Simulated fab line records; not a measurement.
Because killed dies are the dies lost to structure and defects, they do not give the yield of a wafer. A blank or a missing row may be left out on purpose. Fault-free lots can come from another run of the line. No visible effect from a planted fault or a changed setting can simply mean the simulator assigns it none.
Matching of chambers + flow n5_finfet + N5_MOL_CONTACT_COAG_DESCUM_88 on rie_diel-04 has 4 sister chambers
The step chemistry O2, time 7 s. 8 wafers are shown with their chamber, then 7 later ones without.

== WAFERS WITH THEIR CHAMBER ==
| wafer  | chamber | throttle_valve_pct (%) | showerhead_plenum_p_Torr (Torr) |
|--------|---------|------------------------|---------------------------------|
| L077.5 | 0       | 20.05                  | 2.01                            |
| L081.1 | 3       | 20.46                  | 2.03                            |
| L081.6 | 2       | 20.23                  | 2.10                            |
| L084.1 | 1       | 20.69                  | 2.15                            |
| L084.2 | 3       | 20.46                  | 2.02                            |
| L084.5 | 0       | 20.07                  | 2.00                            |
| L086.3 | 1       | 20.68                  | 2.15                            |
| L086.4 | 2       | 20.23                  | 2.10                            |

== WAFERS WITHOUT THEIR CHAMBER ==
| wafer  | throttle_valve_pct (%) | showerhead_plenum_p_Torr (Torr) |
|--------|------------------------|---------------------------------|
| L086.6 | 20.08                  | 2.00                            |
| L089.1 | 20.25                  | 2.09                            |
| L089.3 | 20.72                  | 2.15                            |
| L089.6 | 20.24                  | 2.09                            |
| L092.2 | 20.48                  | 2.02                            |
| L092.3 | 20.26                  | 2.09                            |
| L092.5 | 20.48                  | 2.02                            |

== WHICH CHAMBER EACH WENT THROUGH ==
| wafer  | from the rows above | in truth |
|--------|---------------------|----------|
| L086.6 | 0                   | 0        |
| L089.1 | 2                   | 2        |
| L089.3 | 1                   | 1        |
| L089.6 | 2                   | 2        |
| L092.2 | 3                   | 3        |
| L092.3 | 2                   | 2        |
| L092.5 | 3                   | 3        |
Correct placement for 7 of the 7. Not placeable from these rows: 0. Wrongly placed: 0.
How it was worked out, from the rows above alone: a wafer's distance from a chamber is the root of the sum, over the readings, of the square of ((its reading less the chamber's mean) divided by the reading's scatter). If the next closest chamber is less than 2 further off than the closest, the wafer can't be placed; otherwise it belongs to the closest. For every chamber, the mean is computed from those of its wafers that are shown. The scatter: take each reading less its chamber's mean, square it, sum over the shown wafers, divide by the number of wafers less the number of chambers, and take the root.
